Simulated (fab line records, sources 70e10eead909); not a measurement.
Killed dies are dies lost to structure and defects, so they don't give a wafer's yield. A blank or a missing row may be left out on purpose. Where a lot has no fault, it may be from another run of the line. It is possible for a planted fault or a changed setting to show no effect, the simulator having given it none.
Which tool was responsible? | flow nand harc | 42 wafers from 14 lots sampled at 5 of the route's 1159 steps

## WHAT EACH GAUGE READ, for each wafer
NHARC_HYBRID_BOND_INSPECT_06: inspects for defects (ir void). Usual: raw defect count 34, standard deviation 11.
lot  | measured     | on                | raw defect count | flag
L105 | day 19 05:04 | defect inspect-01 | 25 23 35         |
L104 | day 19 05:02 | defect inspect-02 | 35 37 31         |
L108 | day 19 05:02 | defect inspect-01 | 46 32 36         |
L110 | day 19 17:35 | defect inspect-02 | 45 41 36         |
L109 | day 19 17:35 | defect inspect-01 | 17 21 11         |
L112 | day 20 15:29 | defect inspect-01 | 18 21 27         |
L113 | day 20 05:17 | defect inspect-01 | 34 46 31         |
L111 | day 20 20:56 | defect inspect-02 | 37 24 32         |
L115 | day 20 20:56 | defect inspect-01 | 27 37 26         |
L114 | day 21 03:59 | defect inspect-02 | 38 47 39         |
L119 | day 21 20:16 | defect inspect-02 | 33 30 31         |
L126 | day 24 00:34 | defect inspect-01 | 46 50 44         |

NHARC_END_SORT_01. Usual: killed at array 29, standard deviation 8.4; killed at other 0.7, standard deviation 1.2; killed at periphery 3.8, standard deviation 2.1; killed dies 33, standard deviation 9; killed open 3.4, standard deviation 2; killed short 2.1, standard deviation 1.4.
lot  | measured     | on        | killed at array | killed at other | killed at periphery | killed dies | killed open | killed short | flag
L112 | day 22 10:19 | prober-01 | 22              | 0               | 4                   | 26          | 5           | 0            |
L121 | day 23 14:29 | prober-01 | 669 606 666     | 0 4 3           | 5 3 4               | 674 613 673 | 6 1 4       | 2 1 2        | OFF
L122 | day 23 22:16 | prober-01 | 673 665 673     | 2 1 0           | 0 4 3               | 675 670 676 | 2 3 4       | 2 1 1        | OFF

## TOOL THAT RAN EACH LOT (tool first, then ch and the chambers of the sampled wafers, then the start)
lot  | NHARC_A_SLIT_DEP_00           | NHARC_THIN_TSV_STRIP_45              | NHARC_THIN_TSV_PVD_19
L105 | acl dep-03 ch 0, day 14 06:08 | plasma asher-01 ch 0,1, day 19 12:55 | pvd sputter-02, no start
L104 | acl dep-02 ch 0, day 14 06:22 | plasma asher-02 ch 0,1, day 19 08:50 | pvd sputter-01, no start
L108 | acl dep-01 ch 0, day 14 22:38 | plasma asher-01 ch 0,1, day 19 09:55 | pvd sputter-01, no start
L110 | acl dep-01 ch 0, day 15 05:29 | plasma asher-02 ch 0,1, day 19 21:22 | pvd sputter-01, no start
L109 | acl dep-03 ch 0, day 15 06:15 | plasma asher-02 ch 0,1, day 19 22:40 | pvd sputter-03, no start
L112 | acl dep-01 ch 0, day 15 17:30 | plasma asher-01 ch 1, day 20 19:09   | pvd sputter-01, day 22 10:19 or earlier
L113 | acl dep-03 ch 0, day 15 18:45 | plasma asher-01 ch 0,1, day 20 08:58 | pvd sputter-01, no start
L111 | acl dep-02 ch 0, day 16 08:46 | plasma asher-01 ch 0,1, day 21 00:41 | pvd sputter-02, no start
L115 | acl dep-03 ch 0, day 16 16:47 | plasma asher-02 ch 0,1, day 21 01:46 | pvd sputter-02, no start
L114 | acl dep-02 ch 0, day 16 17:05 | plasma asher-02 ch 0,1, day 21 07:43 | pvd sputter-03, no start
L119 | acl dep-01 ch 0, day 17 15:42 | plasma asher-02 ch 0,1, day 22 00:04 | pvd sputter-01, no start
L121 | acl dep-01 ch 0, day 18 08:20 | -                                    | -
L122 | acl dep-01 ch 0, day 18 10:17 | -                                    | -
L126 | acl dep-02 ch 0, day 20 01:15 | plasma asher-01 ch 0,1, day 24 05:32 | pvd sputter-02, no start
- NHARC_A_SLIT_DEP_00: deposits aC, target thk 3200 nm.
- NHARC_THIN_TSV_STRIP_45: strips in O2.
- NHARC_THIN_TSV_PVD_19: deposits TaN, target thk 20 nm.

## WHAT THE TOOLS THEMSELVES READ (means of the sampled wafers that have a number; where no wafer has one, the mark that the record gives instead)
NHARC_A_SLIT_DEP_00. Usual: throttle valve pct 35.000 %, standard deviation 0.0088.
lot  | tool       | throttle valve pct (%) | flag
L105 | acl dep-03 | 34.998                 |
L104 | acl dep-02 | 35.001                 |
L108 | acl dep-01 | 35.008                 |
L110 | acl dep-01 | 34.996                 |
L109 | acl dep-03 | 35.004                 |
L112 | acl dep-01 | 35.001                 |
L113 | acl dep-03 | 35.003                 |
L111 | acl dep-02 | 34.999                 |
L115 | acl dep-03 | 34.995                 |
L114 | acl dep-02 | 34.999                 |
L119 | acl dep-01 | 35.008                 |
L121 | acl dep-01 | 34.999                 |
L122 | acl dep-01 | 35.000                 |
L126 | acl dep-02 | 35.000                 |

NHARC_THIN_TSV_STRIP_45. Usual: drypump motor current A 5.8 A, standard deviation 0.46; heater power w 333 W, standard deviation 13; rf refl power W 24 W, standard deviation 4.6.
lot  | tool            | drypump motor current A (A) | heater power w (W) | rf refl power W (W) | flag
L105 | plasma asher-01 | 5.9                         | 360                | -                   | OFF
L104 | plasma asher-02 | 6.1                         | 324                | 18                  |
L108 | plasma asher-01 | 5.8                         | 356                | 27                  |
L110 | plasma asher-02 | 6.1                         | 330                | -                   | OFF
L109 | plasma asher-02 | 5.6                         | 319                | 21                  |
L112 | plasma asher-01 | 5.9                         | 326                | 26                  |
L113 | plasma asher-01 | 5.8                         | 333                | 26                  |
L111 | plasma asher-01 | 5.9                         | 333                | 26                  |
L115 | plasma asher-02 | 6.1                         | 324                | 17                  |
L114 | plasma asher-02 | 5.6                         | 324                | 21                  |
L119 | plasma asher-02 | 6.1                         | 324                | -                   | OFF
L126 | plasma asher-01 | 5.8                         | 335                | 26                  |

NHARC_THIN_TSV_PVD_19. Usual: throttle valve pct 29.9 %, standard deviation 0.9.
lot  | tool           | throttle valve pct (%) | flag
L105 | pvd sputter-02 | 30.6                   |
L104 | pvd sputter-01 | 29.6                   |
L108 | pvd sputter-01 | 29.0                   |
L110 | pvd sputter-01 | 29.5                   |
L109 | pvd sputter-03 | 30.1                   |
L112 | pvd sputter-01 | 30.5                   |
L113 | pvd sputter-01 | 29.7                   |
L111 | pvd sputter-02 | 30.4                   |
L115 | pvd sputter-02 | 29.8                   |
L114 | pvd sputter-03 | 29.7                   |
L119 | pvd sputter-01 | 29.3                   |
L126 | pvd sputter-02 | 30.4                   |

## THE ANSWER, worked out from the rows above alone
Rule: lot off if the mean of its wafers having a number is beyond 3 standard deviations from the usual mean. Also off: a lot with no number at a reading for which 4 or more lots have one. All remaining lots with rows at the step are treated as sound. After the gauges, taken in route order, come the tools' own readings; for these a lot's mean is taken, as printed above. The first step at which some lot is off is used, and at that step the reading that is off furthest; a lot without a number counts as furthest.
Off: L121, L122 (NHARC_END_SORT_01, killed at array). Neither off nor sound, because the step has no rows for them: L105, L104, L108, L110, L109, L113, L111, L115, L114, L119, L126.
A tool fits if, at a process step before that reading, it ran every lot that is off, and no sound lot after the first of them. Those tools and the gauges at NHARC_END_SORT_01 are tried in the same way. With no start given for some of its lots, NHARC_THIN_TSV_PVD_19 uses the hours and lot order of NHARC_END_SORT_01. This does not decide it: 2 tools fit, namely acl dep-01 at NHARC_A_SLIT_DEP_00 and prober-01 at NHARC_END_SORT_01.

## WHAT THE SIMULATOR HAD PUT IN
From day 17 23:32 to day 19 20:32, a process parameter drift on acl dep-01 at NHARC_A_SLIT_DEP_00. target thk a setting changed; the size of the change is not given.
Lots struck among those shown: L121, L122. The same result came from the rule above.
